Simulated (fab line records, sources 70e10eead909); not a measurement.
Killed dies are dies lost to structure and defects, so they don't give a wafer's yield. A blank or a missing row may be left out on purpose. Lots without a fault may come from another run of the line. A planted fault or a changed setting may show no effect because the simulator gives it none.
Chamber matching | flow nand_harc | NHARC_A_BLC_ALD_23 on ald_metal-03: 4 sister chambers
The step deposits TiN, target thk 3 nm, pulse time 1 s, ald cycles 150. 14 wafers are shown with their chamber, then 7 later ones without.

WAFERS WITH THEIR CHAMBER
wafer  | chamber | heater_power_w (W) | precursor_pulse_height_rel
L077.3 | 3       | 1261               | 0.999
L077.5 | 1       | 1101               | 1.025
L077.6 | 0       | 1240               | 1.012
L082.2 | 0       | 1171               | 1.005
L082.3 | 2       | 1194               | 0.980
L082.4 | 3       | 1190               | 1.034
L085.2 | 3       | 1153               | 1.047
L085.4 | 2       | 1176               | 1.011
L085.6 | 2       | 1196               | 0.994
L086.1 | 1       | 1056               | 1.009
L086.2 | 3       | 1162               | 0.987
L086.6 | 1       | 1042               | 0.977
L088.3 | 1       | 1067               | 1.009
L088.4 | 0       | 1180               | 1.016

SIGNATURES (means of the wafers above)
reading                    | chamber 0 | chamber 1 | chamber 2 | chamber 3 | scatter within a chamber
heater_power_w             | 1197.00   | 1066.50   | 1188.67   | 1191.50   | 34.8
precursor_pulse_height_rel | 1.01100   | 1.00500   | 0.99500   | 1.01675   | 0.0204
Rule: a wafer's distance from a chamber is the root of the sum, over the readings, of the square of ((its reading less the chamber's mean) divided by the reading's scatter). The wafer belongs to the nearest chamber; if the next one is less than 2 further off, it can't be placed. The scatter: the root of (the sum of the squares of (reading less its chamber's mean) over the shown wafers, divided by (wafers less chambers)).

WAFERS WITHOUT THEIR CHAMBER
wafer  | heater_power_w (W) | precursor_pulse_height_rel
L088.5 | 1163               | 0.989
L090.1 | 1168               | 1.018
L090.2 | 1199               | 1.001
L090.5 | 1194               | 0.989
L093.2 | 1196               | 1.007
L093.5 | 1168               | 0.993
L093.6 | 1203               | 1.002

WHICH CHAMBER EACH WENT THROUGH
wafer  | from the rows above          | in truth
L088.5 | can't be placed: 2 or 0 or 3 | 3
L090.1 | can't be placed: 3 or 0 or 2 | 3
L090.2 | can't be placed: 2 or 0 or 3 | 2
L090.5 | can't be placed: 2 or 0 or 3 | 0
L093.2 | can't be placed: 0 or 3 or 2 | 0
L093.5 | can't be placed: 2 or 0 or 3 | 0
L093.6 | can't be placed: 0 or 2 or 3 | 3
Placed correctly: 0 of 7. Can't be placed from these rows: 7 (the true chamber is among the candidates in 7). Placed wrongly: 0.
